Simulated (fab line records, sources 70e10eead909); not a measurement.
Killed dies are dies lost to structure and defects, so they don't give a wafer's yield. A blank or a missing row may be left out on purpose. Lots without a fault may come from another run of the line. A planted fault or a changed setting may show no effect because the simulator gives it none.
Which tool did it? | flow nand_harc | 14 lots, 42 wafers sampled, at 5 steps of a route of 1159

WHAT THE GAUGES READ, wafer by wafer
NHARC_THIN_TSV_THK_MEAS_02: measures by ir. Usual: thk_nm 2970 nm, standard deviation 200.
lot  | measured     | on            | thk_nm (nm)    | flag
L618 | day 18 17:56 | film_metro-01 | 3057 3366 3360 |
L619 | day 18 16:44 | film_metro-02 | 3065 2966 2974 |
L623 | day 19 15:01 | film_metro-01 | 2919 2968 2901 |
L622 | day 19 16:12 | film_metro-02 | 3141 3141 3208 |
L624 | day 20 02:37 | film_metro-01 | 2791 2887 2994 |
L625 | day 20 10:24 | film_metro-01 | 2438 3015 3019 |
L627 | day 20 18:16 | film_metro-01 | 3130 3173 3168 |
L626 | day 20 17:03 | film_metro-01 | 3479 3153 3434 |
L630 | day 21 10:04 | film_metro-02 | 3062 2814 3482 |
L628 | day 22 02:27 | film_metro-02 | 2834 3046 2812 |
L629 | day 21 11:17 | film_metro-02 | 2742 2828 2612 |
L631 | day 22 15:35 | film_metro-02 | 3162 3354 3222 |
L632 | day 22 14:22 | film_metro-02 | 3070 3149 2913 |
L636 | day 23 11:51 | film_metro-01 | 2897 2768 2871 |

NHARC_END_SORT_01. Usual: killed_at_array 27, standard deviation 11; killed_at_other 0.7, standard deviation 0.93; killed_at_periphery 2.9, standard deviation 1.9; killed_dies 30, standard deviation 11; killed_open 3.1, standard deviation 1.7; killed_short 1.9, standard deviation 1.3.
lot  | measured     | on        | killed_at_array | killed_at_other | killed_at_periphery | killed_dies | killed_open | killed_short | flag
L631 | day 23 08:01 | prober-01 | 23 69 43        | 0 1 2           | 0 0 1               | 23 70 46    | 1 2 1       | 3 0 6        |
L632 | day 23 06:32 | prober-02 | 30 68 25        | 2 2 0           | 2 1 1               | 34 71 26    | 4 4 3       | 0 0 3        |

WHICH TOOL RAN EACH LOT (tool, then ch and the chambers of the sampled wafers, then the start)
lot  | NHARC_A_CHANNEL_FILL_D1_ALD_25   | NHARC_A_BONDPAD_PVD_17                  | NHARC_THIN_TSV_CMP_01
L618 | ald_hk-04 ch 0,1,2, day 10 20:15 | pvd_sputter-01, day 18 17:40 or earlier | cmp-03 ch 0,3, day 18 17:40
L619 | ald_hk-02 ch 1,2,3, day 10 21:59 | pvd_sputter-03, day 18 16:30 or earlier | cmp-03 ch 0,1,2, day 18 16:30
L623 | ald_hk-02 ch 0,1,2, day 11 07:09 | pvd_sputter-01, day 19 14:44 or earlier | cmp-02 ch 0,1,3, day 19 14:44
L622 | ald_hk-01 ch 0,2,3, day 11 08:29 | pvd_sputter-01, day 19 15:56 or earlier | cmp-02 ch 2,3, day 19 15:56
L624 | ald_hk-02 ch 0,2, day 11 22:05   | pvd_sputter-03, day 20 02:21 or earlier | cmp-03 ch 0,1,3, day 20 02:21
L625 | ald_hk-04 ch 2,3, day 11 22:41   | pvd_sputter-02, day 20 10:11 or earlier | cmp-03 ch 0,2,3, day 20 10:11
L627 | ald_hk-02 ch 0,3, day 12 11:41   | pvd_sputter-01, day 20 18:01 or earlier | cmp-03 ch 2,3, day 20 18:01
L626 | ald_hk-04 ch 0,1, day 12 15:55   | pvd_sputter-01, day 20 16:47 or earlier | cmp-02 ch 2,3, day 20 16:47
L630 | ald_hk-02 ch 0,1,3, day 13 10:16 | pvd_sputter-01, day 21 09:50 or earlier | cmp-01 ch 0,1,2, day 21 09:50
L628 | ald_hk-04 ch 0,1,2, day 13 14:26 | pvd_sputter-02, day 22 02:14 or earlier | cmp-02 ch 0,1,2, day 22 02:14
L629 | ald_hk-01 ch 0,2,3, day 13 14:58 | pvd_sputter-02, day 21 11:01 or earlier | cmp-01 ch 0,1,2, day 21 11:01
L631 | ald_hk-02 ch 0,2,3, day 13 15:03 | pvd_sputter-02, day 22 15:21 or earlier | cmp-02 ch 2,3, day 22 15:21
L632 | ald_hk-02 ch 0,2,3, day 13 20:20 | pvd_sputter-03, day 22 14:05 or earlier | cmp-02 ch 1,2,3, day 22 14:05
L636 | ald_hk-04 ch 0,1,2, day 14 23:19 | pvd_sputter-01, day 23 11:35 or earlier | cmp-01 ch 0,1,3, day 23 11:35
- NHARC_A_CHANNEL_FILL_D1_ALD_25: deposits SiOx, target thk 60 nm, pulse time 10 s, ald cycles 600.
- NHARC_A_BONDPAD_PVD_17: deposits TaN, target thk 5 nm, time 8.06 s.
- NHARC_THIN_TSV_CMP_01: polishes.

WHAT THE TOOLS THEMSELVES READ (means of the sampled wafers that have a number; where no wafer has one, the mark that the record gives instead)
NHARC_A_CHANNEL_FILL_D1_ALD_25. Usual: heater_power_w 471 W, standard deviation 58; precursor_pulse_height_rel 1.002, standard deviation 0.019.
lot  | tool      | heater_power_w (W) | precursor_pulse_height_rel | flag
L618 | ald_hk-04 | 457                | 0.986                      |
L619 | ald_hk-02 | 446                | 1.005                      |
L623 | ald_hk-02 | 449                | 1.004                      |
L622 | ald_hk-01 | 481                | 0.989                      |
L624 | ald_hk-02 | 487                | 1.008                      |
L625 | ald_hk-04 | 557                | 1.001                      |
L627 | ald_hk-02 | 477                | 0.999                      |
L626 | ald_hk-04 | 395                | 1.011                      |
L630 | ald_hk-02 | 446                | 1.007                      |
L628 | ald_hk-04 | 456                | 1.012                      |
L629 | ald_hk-01 | 486                | 1.000                      |
L631 | ald_hk-02 | 468                | 1.001                      |
L632 | ald_hk-02 | 461                | 1.002                      |
L636 | ald_hk-04 | 460                | 0.991                      |

NHARC_A_BONDPAD_PVD_17. Usual: throttle_valve_pct 30.1 %, standard deviation 1.1.
lot  | tool           | throttle_valve_pct (%) | flag
L618 | pvd_sputter-01 | 30.8                   |
L619 | pvd_sputter-03 | 29.6                   |
L623 | pvd_sputter-01 | 30.4                   |
L622 | pvd_sputter-01 | 30.3                   |
L624 | pvd_sputter-03 | 29.6                   |
L625 | pvd_sputter-02 | 30.1                   |
L627 | pvd_sputter-01 | 29.1                   |
L626 | pvd_sputter-01 | 30.9                   |
L630 | pvd_sputter-01 | 29.6                   |
L628 | pvd_sputter-02 | 29.8                   |
L629 | pvd_sputter-02 | 30.6                   |
L631 | pvd_sputter-02 | 30.2                   |
L632 | pvd_sputter-03 | 30.0                   |
L636 | pvd_sputter-01 | 30.4                   |

NHARC_THIN_TSV_CMP_01. Usual: motor_current_A 12.5 A, standard deviation 1.3.
lot  | tool   | motor_current_A (A) | flag
L618 | cmp-03 | 11.6                |
L619 | cmp-03 | 11.9                |
L623 | cmp-02 | 13.3                |
L622 | cmp-02 | 11.6                |
L624 | cmp-03 | 11.3                |
L625 | cmp-03 | 12.5                |
L627 | cmp-03 | 13.3                |
L626 | cmp-02 | 11.5                |
L630 | cmp-01 | 13.3                |
L628 | cmp-02 | 13.4                |
L629 | cmp-01 | 13.0                |
L631 | cmp-02 | 12.3                |
L632 | cmp-02 | 12.2                |
L636 | cmp-01 | 12.1                |

THE ANSWER, worked out from the rows above alone
Rule: a lot is off if the mean of its wafers that have a number lies more than 3 standard deviations from the usual mean. A lot without any number at a reading at which 4 lots or more have one is off too. The other lots that the step has rows for count as sound. The gauges are gone through in route order, then the tools' own readings, and for those a lot's mean is taken as printed above. The first step at which some lot is off is used, and at that step the reading that is off furthest; a lot without a number counts as furthest.
No lot is off at any reading shown: from this, nothing can be told.

WHAT THE SIMULATOR HAD PUT IN
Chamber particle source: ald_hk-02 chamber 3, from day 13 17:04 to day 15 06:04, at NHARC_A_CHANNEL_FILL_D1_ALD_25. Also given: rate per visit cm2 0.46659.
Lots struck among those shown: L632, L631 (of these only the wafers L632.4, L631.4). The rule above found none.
